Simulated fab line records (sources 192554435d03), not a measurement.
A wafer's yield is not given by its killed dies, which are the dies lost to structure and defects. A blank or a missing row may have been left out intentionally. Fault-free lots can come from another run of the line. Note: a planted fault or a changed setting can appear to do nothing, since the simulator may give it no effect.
Which tool was responsible?	flow n5 finfet	24 lots, 72 wafers sampled, at 4 steps of a route of 1938

== WHAT EACH GAUGE READ, for each wafer ==
N5_PMOS_HMC_CHANNEL_EPI_INSPECT_30: inspects for defects (darkfield).
lot	measured	on	raw defect count
L074	day 1 19:56	defect inspect-02	14 10 12
L075	day 2 02:38	defect inspect-01	18 18 11
L076	day 2 07:55	defect inspect-02	22 31 28
L077	day 2 14:19	defect inspect-01	19 14 14
L078	day 2 19:59	defect inspect-02	31 18 32
L079	day 3 02:08	defect inspect-02	24 15 19
L080	day 3 08:00	defect inspect-01	10 17 18
L081	day 3 14:10	defect inspect-01	27 26 18
L082	day 3 19:58	defect inspect-01	39 25 26
L083	day 4 02:21	defect inspect-02	33 18 22
L084	day 4 08:14	defect inspect-01	24 25 23
L085	day 4 14:14	defect inspect-02	16 28 17
L086	day 4 20:23	defect inspect-01	15 21 13
L087	day 5 01:49	defect inspect-01	28 15 25
L088	day 5 08:09	defect inspect-01	13 14 21
L089	day 5 14:09	defect inspect-01	20 24 14
L090	day 5 20:49	defect inspect-01	15 19 22
L091	day 6 02:22	defect inspect-01	15 39 21
L092	day 6 08:10	defect inspect-01	13 13 22
L093	day 6 14:58	defect inspect-01	20 16 16
L094	day 6 20:08	defect inspect-01	9 20 25
L095	day 7 03:04	defect inspect-01	20 10 23
L096	day 7 09:01	defect inspect-02	15 11 16
L097	day 7 13:54	defect inspect-01	27 21 26

N5_FIN_SAQP_CD_MEAS_16 targets a cd of 35.6 nm.
lot	measured	on	cd nm (nm)
L074	day 1 21:16	cd sem-01	36.02 35.70 35.81
L075	day 2 03:56	cd sem-03	35.92 36.06 36.09
L076	day 2 09:09	cd sem-01	35.49 35.65 36.32
L077	day 2 15:52	cd sem-03	36.18 35.87 35.98
L078	day 2 21:25	cd sem-01	36.05 35.72 35.83
L079	day 3 03:28	cd sem-02	35.53 35.54 35.36
L080	day 3 09:24	cd sem-03	35.47 35.53 35.69
L081	day 3 15:34	cd sem-01	35.63 35.67 35.95
L082	day 3 21:55	cd sem-02	35.84 35.64 35.67
L083	day 4 03:41	cd sem-01	35.18 35.28 35.52
L084	day 4 09:38	cd sem-02	35.51 35.40 35.57
L085	day 4 15:43	cd sem-02	35.85 35.90 35.29
L086	day 4 21:44	cd sem-01	35.81 35.91 36.06
L087	day 5 04:50	cd sem-03	35.88 35.58 35.48
L088	day 5 09:32	cd sem-01	35.31 35.86 35.70
L089	day 5 15:22	cd sem-01	35.58 35.85 35.94
L090	day 5 22:19	cd sem-01	36.47 35.90 36.12
L091	day 6 03:50	cd sem-03	35.67 35.48 35.37
L092	day 6 09:39	cd sem-01	35.22 35.72 35.50
L093	day 6 16:10	cd sem-01	35.20 34.95 35.51
L094	day 6 21:21	cd sem-03	35.85 35.72 35.49
L095	day 7 04:24	cd sem-03	35.54 35.58 35.64
L096	day 7 10:41	cd sem-02	35.55 35.82 36.09
L097	day 7 15:34	cd sem-02	36.00 35.96 35.46

== EACH LOT AND THE TOOL THAT RAN IT (in order: tool; ch and the chambers of the sampled wafers; start) ==
lot	N5_PMOS_HMC_CHANNEL_EPI_CMP_21	N5_FIN_SAQP_DENSIFY_62
L074	cmp-02 ch 1,2,3, day 1 19:11	rtp anneal-02 ch 0, day 1 20:15
L075	cmp-03 ch 0,3, day 2 01:46	rtp anneal-01 ch 0, day 2 03:04
L076	cmp-02 ch 1,2,3, day 2 07:10	rtp anneal-02 ch 0, day 2 08:17
L077	cmp-02 ch 0,2, day 2 13:34	rtp anneal-02 ch 0, day 2 15:01
L078	cmp-02 ch 0,2,3, day 2 19:11	rtp anneal-02 ch 0, day 2 20:20
L079	cmp-02 ch 1,2,3, day 3 01:22	rtp anneal-01 ch 0, day 3 02:28
L080	cmp-01 ch 0,1,3, day 3 07:13	rtp anneal-01 ch 0, day 3 08:26
L081	cmp-03 ch 0,2,3, day 3 13:28	rtp anneal-01 ch 0, day 3 14:38
L082	cmp-01 ch 0,2,3, day 3 19:10	rtp anneal-02 ch 0, day 3 20:53
L083	cmp-02 ch 0,1, day 4 01:34	rtp anneal-02 ch 0, day 4 02:43
L084	cmp-02 ch 0,3, day 4 07:28	rtp anneal-02 ch 0, day 4 08:38
L085	cmp-03 ch 0,1,3, day 4 13:28	rtp anneal-01 ch 0, day 4 14:44
L086	cmp-03 ch 0,2,3, day 4 19:36	rtp anneal-01 ch 0, day 4 20:44
L087	cmp-02 ch 0,2, day 5 00:59	rtp anneal-01 ch 0, day 5 03:59
L088	cmp-02 ch 0,2,3, day 5 07:25	rtp anneal-02 ch 0, day 5 08:40
L089	cmp-02 ch 0,1,3, day 5 13:25	rtp anneal-01 ch 0, day 5 14:30
L090	cmp-03 ch 0,1,2, day 5 19:56	rtp anneal-02 ch 0, day 5 21:20
L091	cmp-01 ch 1,2,3, day 6 01:37	rtp anneal-02 ch 0, day 6 02:52
L092	cmp-01 ch 1,2,3, day 6 07:22	rtp anneal-02 ch 0, day 6 08:40
L093	cmp-01 ch 0,1,3, day 6 14:11	rtp anneal-01 ch 0, day 6 15:17
L094	cmp-01 ch 0,2,3, day 6 19:22	rtp anneal-02 ch 0, day 6 20:30
L095	cmp-02 ch 0,1,3, day 7 02:11	rtp anneal-01 ch 0, day 7 03:23
L096	cmp-02 ch 0,3, day 7 08:10	rtp anneal-01 ch 0, day 7 09:41
L097	cmp-02 ch 0,2,3, day 7 13:11	rtp anneal-01 ch 0, day 7 14:37
- N5_PMOS_HMC_CHANNEL_EPI_CMP_21: polishes SiGe30, target thk 54 nm.
- N5_FIN_SAQP_DENSIFY_62: time 60 s.

== WHAT THE TOOLS THEMSELVES READ (means of the sampled wafers that have a number; where no wafer has one, the mark that the record gives instead) ==
N5_PMOS_HMC_CHANNEL_EPI_CMP_21.
lot	tool	motor current A (A)
L074	cmp-02	13.1
L075	cmp-03	12.5
L076	cmp-02	13.2
L077	cmp-02	13.9
L078	cmp-02	13.4
L079	cmp-02	13.4
L080	cmp-01	11.4
L081	cmp-03	12.6
L082	cmp-01	11.4
L083	cmp-02	12.4
L084	cmp-02	12.3
L085	cmp-03	12.6
L086	cmp-03	12.4
L087	cmp-02	14.2
L088	cmp-02	12.9
L089	cmp-02	12.4
L090	cmp-03	13.0
L091	cmp-01	11.5
L092	cmp-01	11.2
L093	cmp-01	10.8
L094	cmp-01	11.6
L095	cmp-02	11.9
L096	cmp-02	12.3
L097	cmp-02	13.2

N5_FIN_SAQP_DENSIFY_62.
lot	tool	lamp power pct (%)	lamp_zone_2_pct (%)	wafer_temp_C_max
L074	rtp anneal-02	9.87	9.851	703.6
L075	rtp anneal-01	9.87	9.851	703.4
L076	rtp anneal-02	9.83	9.841	703.5
L077	rtp anneal-02	9.86	9.855	702.7
L078	rtp anneal-02	9.87	9.851	703.7
L079	rtp anneal-01	9.86	9.841	703.5
L080	rtp anneal-01	9.84	9.852	703.3
L081	rtp anneal-01	9.83	9.839	702.9
L082	rtp anneal-02	9.87	9.844	702.9
L083	rtp anneal-02	9.82	9.858	703.7
L084	rtp anneal-02	9.84	9.854	703.3
L085	rtp anneal-01	9.86	9.848	703.3
L086	rtp anneal-01	9.83	9.844	703.0
L087	rtp anneal-01	9.83	9.855	703.3
L088	rtp anneal-02	9.84	9.842	703.7
L089	rtp anneal-01	9.85	9.845	703.1
L090	rtp anneal-02	9.83	9.846	703.0
L091	rtp anneal-02	9.88	9.848	703.4
L092	rtp anneal-02	9.85	9.841	703.0
L093	rtp anneal-01	9.88	9.847	703.8
L094	rtp anneal-02	9.82	9.847	703.1
L095	rtp anneal-01	9.83	9.850	703.5
L096	rtp anneal-01	9.85	9.848	702.9
L097	rtp anneal-01	9.84	9.848	703.2

== THE ANSWER, worked out from the rows above alone ==
Rule: usual is defined by the lots themselves. Put in order of their means at a reading, lots are off if they are a third of the lots or fewer, leave a main group of 4 or more, and stand apart from it by a gap of 3 or more times the standard deviation of the main group's means; of several such gaps the widest counts. The tables above print the reading to a certain number of digits; a main group whose means all agree to those digits is not used. Also off: a lot with no number at a reading for which 4 or more lots have one. The other lots that the step has rows for count as sound. Order of review: gauges by route order, followed by the tools' own readings, for which a lot's mean as printed above is used. At the first step where some lot is off, the reading lying furthest off is the one used; lots without a number count as furthest.
No lot is off on any of the readings shown, so nothing can be concluded from this.

== WHAT HAD BEEN PUT IN BY THE SIMULATOR ==
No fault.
